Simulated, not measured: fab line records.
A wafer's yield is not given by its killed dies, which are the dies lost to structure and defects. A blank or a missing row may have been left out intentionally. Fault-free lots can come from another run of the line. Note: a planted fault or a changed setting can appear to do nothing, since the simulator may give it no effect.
A struck lot beside a sound one	flow n5_finfet	15 out of 1938 route steps
Sound: the wafers L455.3, L455.5, L455.6. Struck: wafers L466.2, L466.3. (L466.4 of the same lot was not struck and is left out.) The cause comes at the end.
For every step that has rows: the tool of each side, followed by ch and its chambers, followed by its first start. Under that, the readings that differ: sound wafers	struck wafers	difference of the means	sigmas: that difference in standard deviations of wafers without a fault.
alike: a reading whose means differ by less than 2 such deviations, as well as words and numbers matching on both sides. not compared: withheld readings; readings where some wafer has no value; bounds like >300 that might hide an equal value; numbers whose values overlap and for which the record gives no deviation.
The two part at a step that has a row with sigmas, a row that says differs or no value, or rows on one side only. When numbers do not overlap yet have no deviation, they are printed without sigmas and do not part them. Lack of a reading on every wafer of one side parts them only where that side has two or more wafers.

N5_HKMG_FIN_STRIP_89: strips SOC in N2/H2, time 20 s.
  sound on rie_diel-02 ch 1,2,3, day 4 15:52; struck on rie_diel-02 ch 1,2, day 7 13:57
reading	sound	struck	difference	sigmas
rf_vpp_V (V)	55.2 56.4 56.1	53.4 54.1	-2.1	-2
  alike: chamber_pressure_mTorr, drypump_motor_current_A, h2_flow_sccm, oes_product_au, showerhead_plenum_p_Torr, temp_c, throttle_valve_pct
  not compared: rf_hours_counter_h
then, 1 step without rows for these wafers: N5_HKMG_FIN_WET_ETCH_87 (etches TiN in SC1, time 154.2 s, target depth 4.7 nm, rinse time 30 s).
N5_HKMG_FIN_STRIP_88: strips in N2/H2, time 360 s.
  sound on plasma_asher-02 ch 0,1, day 4 16:11; struck on plasma_asher-02 ch 0,1, day 7 14:08
  alike: drypump_motor_current_A, h2_flow_sccm, heater_power_w, temp_c
  not compared: rf_hours_counter_h
then, 1 step without rows for these wafers: N5_HKMG_FIN_NWFM_ALD_20 (deposits TiAlC, target thk 2 nm, pulse time 3 s, purge time 2 s).
N5_HKMG_FIN_ALD_71: deposits TiN, target thk 1 nm, pulse time 1 s, purge time 3 s.
  sound on ald_metal-01 ch 0,1, day 4 16:33; struck on ald_metal-01 ch 0,3, day 7 14:37
reading	sound	struck	difference	sigmas
precursor_pulse_height_rel	1.016 1.017 1.017	0.953 0.986	-0.047	-2
  alike: chamber_pressure_Torr, heater_power_w
  not compared: ald_cycles
then, 2 steps without rows for these wafers: N5_HKMG_FIN_COAT_66 (time 60 s, resist thk 300 nm); N5_HKMG_FIN_ETCH_67 (etches SOC in N2/H2, stops on TiN, target depth 388.9 nm).
N5_HKMG_FIN_STRIP_90: strips SOC in N2/H2, time 20 s.
  sound on rie_diel-04 ch 1,2, day 4 16:57; struck on rie_diel-01 ch 1,2, day 7 15:01
  alike: chamber_pressure_mTorr, drypump_motor_current_A, h2_flow_sccm, oes_product_au, rf_vpp_V, showerhead_plenum_p_Torr, temp_c, throttle_valve_pct
  not compared: rf_hours_counter_h
then, 4 steps without rows for these wafers: N5_HKMG_FIN_WET_ETCH_73 (etches the open film in SC1, time 42.3 s, target depth 1.3 nm, rinse time 30 s); N5_HKMG_FIN_ETCHBACK_68 (etches the open film in Cl2/Ar, stops on HfO2, target depth 0.5 nm); N5_HKMG_FIN_STRIP_69 (strips in N2/H2, time 360 s); N5_HKMG_FIN_ALD_21 (deposits TiN, target thk 1.5 nm, pulse time 1 s, purge time 3 s).
N5_HKMG_FIN_ALD_72: deposits W, target thk 2 nm, pulse time 1 s, purge time 2 s.
  sound on cvd_w-01 ch 0,1, day 4 18:01; struck on cvd_w-01 ch 1, day 7 16:04
reading	sound	struck	difference	sigmas
ald_cycles	7 7 7	5 5	-2	
model.W_of_HKMG_FIN_ALD_72.thk_nm (nm)	2 2 2	1.4 1.6	-0.5	
  alike: chamber_pressure_Torr, heater_power_w, precursor_pulse_height_rel
N5_HKMG_FIN_W_FILL_22: material W, target thk 60 nm, time 18.2 s.
  sound on cvd_w-01 ch 0,1, day 4 18:04; struck on cvd_w-01 ch 1, day 7 16:08
  alike: chamber_pressure_Torr, heater_power_w, throttle_valve_pct
-- here the record skips 4 days between the struck wafers' starts before and after, leaving off in module HKMG_FIN and picking up in module BEOL_M4 (first step shown: number 1111 of the route) --
N5_BEOL_M4_RC_MEAS_101:
  sound on prober-02 ch 0, day 8 18:21; struck on prober-01 ch 0, day 11 15:42
  alike: DIBL_N, DIBL_P, IOFF_N, IOFF_P, ION_N, ION_P, SS_N, SS_P, VT_N, VT_P

== WHERE THEY PART ==
Last at N5_HKMG_FIN_ALD_71 as far as this record goes, first at N5_HKMG_FIN_STRIP_89. Later steps at which nothing parts them and some readings are alike: N5_HKMG_FIN_STRIP_90, N5_HKMG_FIN_ALD_72, N5_HKMG_FIN_W_FILL_22, N5_BEOL_M4_RC_MEAS_101.

WHY: what the simulator had put in
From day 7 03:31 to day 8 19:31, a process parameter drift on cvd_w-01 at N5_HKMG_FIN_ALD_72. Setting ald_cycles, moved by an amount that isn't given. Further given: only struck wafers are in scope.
